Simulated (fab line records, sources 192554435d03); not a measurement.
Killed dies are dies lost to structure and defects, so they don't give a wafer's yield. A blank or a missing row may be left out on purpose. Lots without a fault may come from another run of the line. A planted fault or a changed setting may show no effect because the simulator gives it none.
fab line records | flow n5_finfet | part 1 of 2: steps 1 to 24 of 32
record lots=5 wafers=15 last_day=16
route steps=1938 shown BEOL_M10@1529 BEOL_M11@1536
lots that met no fault: from a run of the same line without faults
start_h: hours from the record's first day to the start of the lot's first wafer shown | wait_h: hours since the lot's step before | " the same as in the row above | L1.1+2: a row that stands for several wafers | - no value, or no start given | * or withheld: withheld | < > ~ a bound
route shown NAME@n: a module of which the file shows steps, and the number in the route of the first | usual: mean/standard deviation of fault-free wafers | same: alike in all rows | chamber/n: place in a boat | sites: the reading at each site | _std_site: their standard deviation | _edge_site: outer sites' mean less inner sites' | radius_mm: how far each site lies from the wafer's centre | mask NAME#n: copy n | behind: the tool/chamber that last shaped the wafer | hold: why the lot was held/for how many hours/how that ended | device: the transistor (n, p or np) that didn't switch | end of line: the same wafers' tests at the end of the route | a step without rows: its recipe alone | killed: dies lost to structure and defects at the first sort, not the wafer's yield | map: a wafer's dies, x killed, . not, _ none there
set.NAME: the setting as run; set.NAME@STEP: as run at that earlier step | model.NAME: the simulator's own value behind a step, which no gauge read
lots at some steps of the route; a table a step, a row a wafer
services: from which hour (start_h, from the record's first day; less than 0 if before it) a tool's chamber was out of use, for how many hours, and why
## steps
# step N5_BEOL_M10_ANNEAL_51
# recipe temp_c=225 time_s=90 ambient=N2
# usual wafer_temp_C_max=226.0/0.38
# columns lot.wafer tool chamber start_h wait_h wafer_temp_C_max
L084.2 rtp_anneal-02 0 294.19 0.1 226.3
L084.5 " 0 " " 226.0
L084.6 " 0 " " 226.0
L086.2 rtp_anneal-01 0 307.62 0.2 225.5
L086.4 " 0 " " 225.7
L086.6 " 0 " " 225.7
L089.2 rtp_anneal-01 0 328.95 0.3 225.7
L089.3 " 0 " " 226.0
L089.6 " 0 " " 225.4
L091.1 rtp_anneal-01 0 334.63 0.5 225.9
L091.4 " 0 " " 225.3
L091.5 " 0 " " 225.7
L093.2 rtp_anneal-01 0 342.95 0.1 225.7
L093.4 " 0 " " 225.7
L093.5 " 0 " " 226.0
# step N5_BEOL_M10_CMP_52
# recipe stop_on=SiCOH_lowk t_overpolish_s=7 down_force_psi=1 platen_rpm=50 clearing_platen_down_force_psi=1.5 clearing_platen_rpm=50 post_cmp_clean=cu_alkaline target_thk_nm=140 clearing_platen_pad_velocity_m_s=0.99484 pad_velocity_m_s=0.99484
# usual barrier_field_endpoint_s=29.2/0.73 motor_current_A=5.9/0.48 overpolish_run_s=6.999/0.0086 time_to_endpoint_s=67.5/3
# columns lot.wafer tool chamber start_h wait_h barrier_field_endpoint_s motor_current_A overpolish_run_s time_to_endpoint_s
L084.2 cmp-02 3 294.44 0.2 27.5 5.6 7.006 62.4
L084.5 " 3 " " 28.3 5.2 7.017 64.0
L084.6 " 0 " " 29.6 6.2 6.986 67.7
L086.4 cmp-03 0 307.94 0.2 29.4 5.8 6.998 66.2
L086.2 " 2 " " 29.5 5.5 6.998 70.6
L086.6 " 3 " " 30.2 6.4 6.997 69.5
L089.3 cmp-01 1 329.21 0.2 29.2 5.7 6.996 66.4
L089.2 " 2 " " 27.7 6.1 6.989 64.7
L089.6 " 1 " " 28.8 6.0 7.011 67.9
L091.4 cmp-03 2 334.93 0.1 28.5 5.5 7.000 64.9
L091.1 " 1 " " 28.9 5.3 6.988 68.2
L091.5 " 2 " " 28.8 5.7 6.995 64.3
L093.4 cmp-02 3 343.29 0.2 29.2 5.5 6.996 65.4
L093.2 " 0 " " 29.0 6.3 6.995 71.7
L093.5 " 2 " " 29.8 6.2 7.001 67.0
# step N5_BEOL_M10_THK_MEAS_53
# recipe thk_meas_gauge=xrf reads=Cu_of_BEOL_M10_ECD_50
# usual M10_THK=138.8/2.8
# columns lot.wafer tool chamber start_h wait_h M10_THK[nm]
L084.2 film_metro-01 - 294.73 - 134.3
L084.5 " - " " 142.8
L084.6 " - " " 135.7
L086.2 film_metro-02 - 308.19 - 138.6
L086.4 " - " " 140.8
L086.6 " - " " 139.7
L089.2 film_metro-01 - 329.51 - 134.2
L089.3 " - " " 137.1
L089.6 " - " " 143.5
L091.1 film_metro-01 - 335.33 - 137.9
L091.4 " - " " 138.0
L091.5 " - " " 137.2
L093.2 film_metro-01 - 343.51 - 137.9
L093.4 " - " " 139.4
L093.5 " - " " 137.8
# step N5_BEOL_M10_PRE_CLEAN_55
# recipe gas=NH3 time_s=15 temp_c=withheld rf_power_w=300
# columns lot.wafer tool chamber start_h wait_h
L084.2+5+6 pecvd-02 1,1,2 294.77 0.0
L086.2+4+6 pecvd-02 1,1,2 308.23 0.0
L089.2+3+6 pecvd-04 2,0,2 329.54 0.0
L091.1+4+5 pecvd-03 0,2,2 335.37 0.0
L093.2+4+5 pecvd-04 2 343.55 0.0
# step N5_BEOL_M10_DEP_56
# recipe material=SiCN target_thk_a=150 temp_c=withheld precursor=3MS/NH3 pressure_torr=3 rf_w=202 time_s=26.5
# usual showerhead_plenum_p_Torr=3.665/0.01 showerhead_vpp_V=864/48 throttle_valve_pct=8.8/0.39
# columns lot.wafer tool chamber start_h wait_h showerhead_plenum_p_Torr showerhead_vpp_V throttle_valve_pct
L084.2 pecvd-02 1 294.79 0.0 3.676 948 8.5
L084.5 " 1 " " 3.662 938 8.5
L084.6 " 2 " " 3.656 786 8.9
L086.2 pecvd-02 1 308.26 0.0 3.669 972 8.4
L086.4 " 1 " " 3.659 953 8.6
L086.6 " 2 " " 3.664 785 9.0
L089.2 pecvd-04 2 329.58 0.0 3.658 890 8.2
L089.3 " 0 " " 3.657 919 8.6
L089.6 " 2 " " 3.663 902 8.2
L091.1 pecvd-03 0 335.41 0.0 3.654 818 8.7
L091.4 " 2 " " 3.689 845 9.5
L091.5 " 2 " " 3.685 844 9.4
L093.2 pecvd-04 2 343.59 0.0 3.658 917 7.7
L093.4 " 2 " " 3.663 912 8.2
L093.5 " 2 " " 3.660 900 8.5
# step N5_BEOL_M10_RS_MEAS_57
# recipe thk_meas_gauge=four-point-probe reads=Cu_of_BEOL_M10_ECD_50+Co_of_BEOL_M10_CVD_75+TaN_of_BEOL_M10_ALD_74
# usual M10_RS=0.1503/0.0029
# columns lot.wafer tool chamber start_h wait_h M10_RS[ohm/sq]
L084.2 film_metro-02 - 294.87 0.1 0.1549
L084.5 " - " " 0.1456
L084.6 " - " " 0.1538
L086.2 film_metro-02 - 308.33 0.1 0.1516
L086.4 " - " " 0.1493
L086.6 " - " " 0.1512
L089.2 film_metro-02 - 329.68 0.1 0.1548
L089.3 " - " " 0.1504
L089.6 " - " " 0.1431
L091.1 film_metro-01 - 335.50 0.1 0.1502
L091.4 " - " " 0.1500
L091.5 " - " " 0.1507
L093.2 film_metro-01 - 343.68 0.1 0.1510
L093.4 " - " " 0.1494
L093.5 " - " " 0.1504
# step N5_BEOL_M10_INSPECT_58
# recipe inspect_instrument=darkfield mode=post_dep
# usual raw_defect_count=65/22
# columns lot.wafer tool chamber start_h wait_h raw_defect_count
L084.2 defect_inspect-01 - 294.89 0.0 68
L084.5 " - " " 42
L084.6 " - " " 70
L086.2 defect_inspect-02 - 308.35 0.0 48
L086.4 " - " " 34
L086.6 " - " " 53
L089.2 defect_inspect-02 - 329.70 0.0 113
L089.3 " - " " 63
L089.6 " - " " 103
L091.1 defect_inspect-02 - 335.53 0.0 89
L091.4 " - " " 59
L091.5 " - " " 46
L093.2 defect_inspect-02 - 343.71 0.0 37
L093.4 " - " " 59
L093.5 " - " " 37
# step N5_BEOL_M11_ILD_DEP_00
# recipe material=SiCOH_lowk target_thk_a=3085.1 temp_c=300 precursor=DEMS/porogen pressure_torr=5 rf_w=500 time_s=58
# usual heater_power_w=332/48 showerhead_plenum_p_Torr=5.743/0.014 showerhead_vpp_V=1382/75 throttle_valve_pct=13.3/0.41
# columns lot.wafer tool chamber start_h wait_h heater_power_w showerhead_plenum_p_Torr showerhead_vpp_V throttle_valve_pct
L084.2 pecvd-04 1 294.93 0.0 267 5.750 1331 13.5
L084.5 " 1 " " 274 5.747 1327 13.4
L084.6 " 2 " " 339 5.740 1426 12.5
L086.2 pecvd-01 2 308.39 0.0 337 5.767 1428 12.5
L086.4 " 1 " " 410 5.744 1335 13.7
L086.6 " 2 " " 262 5.767 1410 12.4
L089.2 pecvd-04 2 329.74 0.0 324 5.717 1425 12.8
L089.3 " 2 " " 331 5.753 1417 13.0
L089.6 " 2 " " 334 5.743 1403 12.8
L091.1 pecvd-02 0 335.56 0.0 244 5.730 1299 13.9
L091.4 " 2 " " 392 5.749 1249 13.7
L091.5 " 0 " " 251 5.731 1296 13.5
L093.2 pecvd-04 0 343.74 0.0 395 5.734 1412 13.3
L093.4 " 2 " " 281 5.721 1420 12.8
L093.5 " 0 " " 414 5.736 1436 13.3
# step N5_BEOL_M11_CURE_71
# recipe temp_c=385 time_s=240 ambient=He/Ar material=SiCOH_lowk
# usual lamp_power_pct=52.31/0.06 wafer_temp_C_max=387.1/0.74
# columns lot.wafer tool chamber start_h wait_h lamp_power_pct wafer_temp_C_max
L084.2 uv_cure-03 1 295.09 0.1 52.44 386.6
L084.5 " 1 " " 52.35 387.2
L084.6 " 1 " " 52.31 386.4
L086.2 uv_cure-02 2 308.55 0.1 52.32 386.7
L086.4 " 2 " " 52.20 387.0
L086.6 " 2 " " 52.36 386.4
L089.2 uv_cure-01 1 329.93 0.2 52.28 387.1
L089.3 " 1 " " 52.43 388.1
L089.6 " 1 " " 52.31 387.6
L091.1 uv_cure-01 2 335.64 0.0 52.29 385.9
L091.4 " 2 " " 52.34 386.1
L091.5 " 2 " " 52.37 386.0
L093.2 uv_cure-02 2 344.01 0.2 52.37 387.9
L093.4 " 2 " " 52.30 387.1
L093.5 " 2 " " 52.26 387.6
# step N5_BEOL_M11_THK_MEAS_01
# recipe reads=SiCOH_lowk_of_BEOL_M11_ILD_DEP_00
# usual M11_ILD_THK=266/4.2
# columns lot.wafer tool chamber start_h wait_h M11_ILD_THK[nm]
L084.2 film_metro-02 - 295.52 0.4 270
L084.5 " - " " 277
L084.6 " - " " 272
L086.2 film_metro-01 - 308.98 0.4 264
L086.4 " - " " 273
L086.6 " - " " 267
L089.2 film_metro-02 - 330.36 0.4 263
L089.3 " - " " 266
L089.6 " - " " 266
L091.1 film_metro-01 - 336.15 0.4 260
L091.4 " - " " 268
L091.5 " - " " 268
L093.2 film_metro-01 - 344.84 0.7 262
L093.4 " - " " 268
L093.5 " - " " 266
# step N5_BEOL_M11_PECVD_70
# recipe material=SiO2 target_thk_a=200 temp_c=400 precursor=TEOS/O2 pressure_torr=5.5 rf_w=450 teos_flow_sccm=53.8 gas=O2 flow_sccm=3000 time_s=22.7
# usual heater_power_w=757/95 showerhead_plenum_p_Torr=8.81/0.055 showerhead_vpp_V=1314/66 throttle_valve_pct=21.4/0.67
# columns lot.wafer tool chamber start_h wait_h heater_power_w showerhead_plenum_p_Torr showerhead_vpp_V throttle_valve_pct
L084.2 pecvd-04 1 295.56 0.0 675 8.82 1264 21.8
L084.5 " 1 " " 669 8.78 1267 21.8
L084.6 " 0 " " 924 8.74 1349 21.1
L086.2 pecvd-04 2 309.02 0.0 778 8.76 1326 20.6
L086.4 " 0 " " 932 8.77 1365 21.3
L086.6 " 0 " " 953 8.79 1350 21.4
L089.2 pecvd-01 2 330.40 0.0 759 8.91 1339 20.3
L089.3 " 1 " " 869 8.81 1252 22.2
L089.6 " 2 " " 747 8.90 1327 20.3
L091.1 pecvd-01 2 336.19 0.0 719 8.91 1351 20.3
L091.4 " 0 " " 700 8.87 1390 22.1
L091.5 " 2 " " 728 8.93 1345 20.2
L093.2 pecvd-04 0 344.88 0.0 827 8.75 1336 21.2
L093.4 " 2 " " 765 8.75 1338 20.6
L093.5 " 0 " " 836 8.77 1333 21.6
# step N5_BEOL_M11_HM_DEP_02
# recipe material=TiN target_thk_a=200 temp_c=25 chamber_pressure_pa=0.49996
# usual throttle_valve_pct=30.1/1.2
# columns lot.wafer tool chamber start_h wait_h throttle_valve_pct
L084.2 pvd_sputter-03 - 298.12 2.5 29.1
L084.5 " - " " 31.0
L084.6 " - " " 28.8
L086.2 pvd_sputter-02 - 309.91 0.9 32.3
L086.4 " - " " 30.3
L086.6 " - " " 32.3
L089.2 pvd_sputter-01 - 330.69 0.3 29.8
L089.3 " - " " 27.9
L089.6 " - " " 30.2
L091.1 pvd_sputter-02 - 336.52 0.3 32.1
L091.4 " - " " 32.2
L091.5 " - " " 30.4
L093.2 pvd_sputter-02 - 345.75 0.9 28.9
L093.4 " - " " 30.5
L093.5 " - " " 29.3
# step N5_BEOL_M11_COAT_59
# recipe resist=SOC temp_c=250 time_s=60 spin_rpm=1500 resist_thk_nm=100
# columns lot.wafer tool chamber start_h wait_h
L084.2+5+6 litho_track-03 0 298.26 0.1
L086.2+4+6 litho_track-04 0 310.04 0.1
L089.2+3+6 litho_track-02 0 330.82 0.1
L091.1+4+5 litho_track-03 0 336.65 0.1
L093.2+4+5 litho_track-02 0 345.88 0.1
# step N5_BEOL_M11_COAT_60
# recipe resist=SiARC temp_c=220 time_s=60 spin_rpm=1500 resist_thk_nm=30
# columns lot.wafer tool chamber start_h wait_h
L084.2+5+6 litho_track-03 0 - -
L086.2+4+6 litho_track-04 0 - -
L089.2+3+6 litho_track-02 0 - -
L091.1+4+5 litho_track-03 0 - -
L093.2+4+5 litho_track-02 0 - -
# step N5_BEOL_M11_COAT_05
# recipe resist=CAR-ArF spin_rpm=1500 resist_thk_nm=90
# columns lot.wafer tool chamber start_h wait_h
L084.2+5+6 litho_track-03 0 - -
L086.2+4+6 litho_track-04 0 - -
L089.2+3+6 litho_track-02 0 - -
L091.1+4+5 litho_track-03 0 - -
L093.2+4+5 litho_track-02 0 - -
# step N5_BEOL_M11_EBR_07
# recipe solvent=PGMEA ebr_width_mm=1.5
# columns lot.wafer tool chamber start_h wait_h
L084.2+5+6 litho_track-03 0 - -
L086.2+4+6 litho_track-04 0 - -
L089.2+3+6 litho_track-02 0 - -
L091.1+4+5 litho_track-03 0 - -
L093.2+4+5 litho_track-02 0 - -
# step N5_BEOL_M11_SOFTBAKE_06
# recipe temp_c=110 time_s=60 resist=CAR-ArF
# columns lot.wafer tool chamber start_h wait_h
L084.2+5+6 litho_track-03 0 - -
L086.2+4+6 litho_track-04 0 - -
L089.2+3+6 litho_track-02 0 - -
L091.1+4+5 litho_track-03 0 - -
L093.2+4+5 litho_track-02 0 - -
# step N5_BEOL_M11_EXPOSE_08
# recipe mask_id=M11 na=1.35 source_shape=dipole sigma_inner=0.411 sigma_outer=0.611 polarization=te dose_mj=53.75
# usual stage_vel_mm_s=499.99/0.24
# same na=1.35 sigma_inner=0.411
# columns lot.wafer tool chamber start_h wait_h mask stage_vel_mm_s
L084.2 arfi_scanner-01 0 298.38 - M11#0 500.41
L084.5 " 0 " " M11#0 500.06
L084.6 " 0 " " M11#0 500.05
L086.2 arfi_scanner-01 0 310.29 - M11#0 500.02
L086.4 " 0 " " M11#0 499.62
L086.6 " 0 " " M11#0 499.77
L089.2 arfi_scanner-03 0 331.07 - M11#0 499.97
L089.3 " 0 " " M11#0 499.70
L089.6 " 0 " " M11#0 500.05
L091.1 arfi_scanner-03 0 336.89 - M11#0 499.93
L091.4 " 0 " " M11#0 499.99
L091.5 " 0 " " M11#0 499.92
L093.2 arfi_scanner-01 0 346.13 - M11#0 499.95
L093.4 " 0 " " M11#0 500.26
L093.5 " 0 " " M11#0 500.34
# step N5_BEOL_M11_PEB_09
# recipe peb_temp_c=withheld peb_time_s=60 resist=CAR-ArF
# same peb_time_s=60
# columns lot.wafer tool chamber start_h wait_h
L084.2+5+6 litho_track-02 0 298.43 0.0
L086.2+4+6 litho_track-03 0 310.34 0.0
L089.2+3+6 litho_track-03 0 331.12 0.0
L091.1+4+5 litho_track-04 0 336.95 0.1
L093.2+4+5 litho_track-04 0 346.18 0.0
# step N5_BEOL_M11_DEVELOP_10
# recipe develop_time_s=30 developer=TMAH resist=CAR-ArF rinse_liquid=diw dry=air_spin dev_temp_c=23
# same develop_time_s=30
# columns lot.wafer tool chamber start_h wait_h
L084.2+5+6 litho_track-02 0 - -
L086.2+4+6 litho_track-03 0 - -
L089.2+3+6 litho_track-03 0 - -
L091.1+4+5 litho_track-04 0 - -
L093.2+4+5 litho_track-04 0 - -
# step N5_BEOL_M11_CD_MEAS_11
# recipe target_cd_nm=64.1 landing_energy_ev=500 detector=se_inlens polarity=opening
# usual cd_nm=64.1/0.79
# columns lot.wafer tool chamber start_h wait_h cd_nm
L084.2 cd_sem-02 0 298.50 - 64.2
L084.5 " 0 " " 65.1
L084.6 " 0 " " 63.8
L086.2 cd_sem-01 0 310.41 - 64.8
L086.4 " 0 " " 64.9
L086.6 " 0 " " 63.9
L089.2 cd_sem-03 0 331.19 - 65.0
L089.3 " 0 " " 64.5
L089.6 " 0 " " 65.3
L091.1 cd_sem-03 0 337.02 - 63.2
L091.4 " 0 " " 63.4
L091.5 " 0 " " 63.6
L093.2 cd_sem-01 0 346.25 - 62.8
L093.4 " 0 " " 63.1
L093.5 " 0 " " 62.5
# step N5_BEOL_M11_OVL_MEAS_12
# recipe points_per_wafer=44
# usual M11_OVL=0.5/0.81
# columns lot.wafer tool chamber start_h wait_h M11_OVL[nm]
L084.2 overlay-02 0 298.53 0.0 -0.2
L084.5 " 0 " " 1.1
L084.6 " 0 " " 0.1
L086.2 overlay-01 0 310.44 0.0 0.0
L086.4 " 0 " " 0.2
L086.6 " 0 " " -0.1
L089.2 overlay-02 0 331.22 0.0 1.7
L089.3 " 0 " " 1.1
L089.6 " 0 " " 1.3
L091.1 overlay-01 0 337.05 0.0 1.4
L091.4 " 0 " " 0.4
L091.5 " 0 " " 0.2
L093.2 overlay-02 0 346.28 0.0 0.7
L093.4 " 0 " " 0.0
L093.5 " 0 " " 0.8
# step N5_BEOL_M11_INSPECT_13
# recipe mode=adi inspect_instrument=brightfield
# usual raw_defect_count=400/100
# columns lot.wafer tool chamber start_h wait_h raw_defect_count
L084.2 defect_inspect-02 - 298.56 0.0 290
L084.5 " - " " 397
L084.6 " - " " 464
L086.2 defect_inspect-02 - 310.46 0.0 317
L086.4 " - " " 299
L086.6 " - " " 215
L089.2 defect_inspect-02 - 331.24 0.0 518
L089.3 " - " " 517
L089.6 " - " " 481
L091.1 defect_inspect-02 - 337.07 0.0 484
L091.4 " - " " 400
L091.5 " - " " 387
L093.2 defect_inspect-01 - 346.30 0.0 298
L093.4 " - " " 371
L093.5 " - " " 348
# step N5_BEOL_M11_DESCUM_16
# recipe chemistry=O2 time_s=7.9 source_power_w=50 bias_power_w=20 pressure_mtorr=20 rf_frequency_hz=2.712e+07 temp_c=40 resist=CAR-ArF o2_flow_sccm=225
# usual drypump_motor_current_A=5.9/0.4 oes_product_au=0.78/0.092 rf_vpp_V=243.6/1.4 showerhead_plenum_p_Torr=2.12/0.08 throttle_valve_pct=20.40/0.25
# columns lot.wafer tool chamber start_h wait_h drypump_motor_current_A oes_product_au rf_hours_counter_h rf_vpp_V showerhead_plenum_p_Torr throttle_valve_pct
L084.2 rie_diel-01 3 298.59 0.0 5.7 0.70 232 244.4 2.15 20.39
L084.5 " 3 " " 5.8 0.70 - 244.7 2.15 20.38
L084.6 " 2 " " 6.4 0.72 - 241.1 1.98 20.27
L086.2 rie_diel-05 3 310.59 0.1 5.8 0.69 231 243.3 2.15 20.63
L086.4 " 0 " " 5.5 0.72 181 240.4 1.99 20.70
L086.6 " 0 " " 5.5 0.72 - 242.4 1.99 20.71
L089.2 rie_diel-05 3 331.79 0.5 5.8 0.68 238 244.0 2.15 20.65
L089.3 " 2 " " 5.6 0.92 30 245.7 2.15 20.40
L089.6 " 0 " " 5.5 0.72 - 241.8 1.99 20.70
L091.1 rie_diel-01 1 339.81 2.7 6.3 0.74 202 243.6 2.18 20.16
L091.4 " 3 " " 5.7 0.70 246 243.2 2.14 20.40
L091.5 " 2 " " 6.4 0.69 - 240.9 1.97 20.27
L093.2 rie_diel-05 1 346.34 0.0 6.1 0.92 12 244.4 2.22 19.74
L093.4 " 3 " " 5.7 0.68 245 244.8 2.15 20.67
L093.5 " 3 " " 5.7 0.68 - 243.6 2.15 20.65
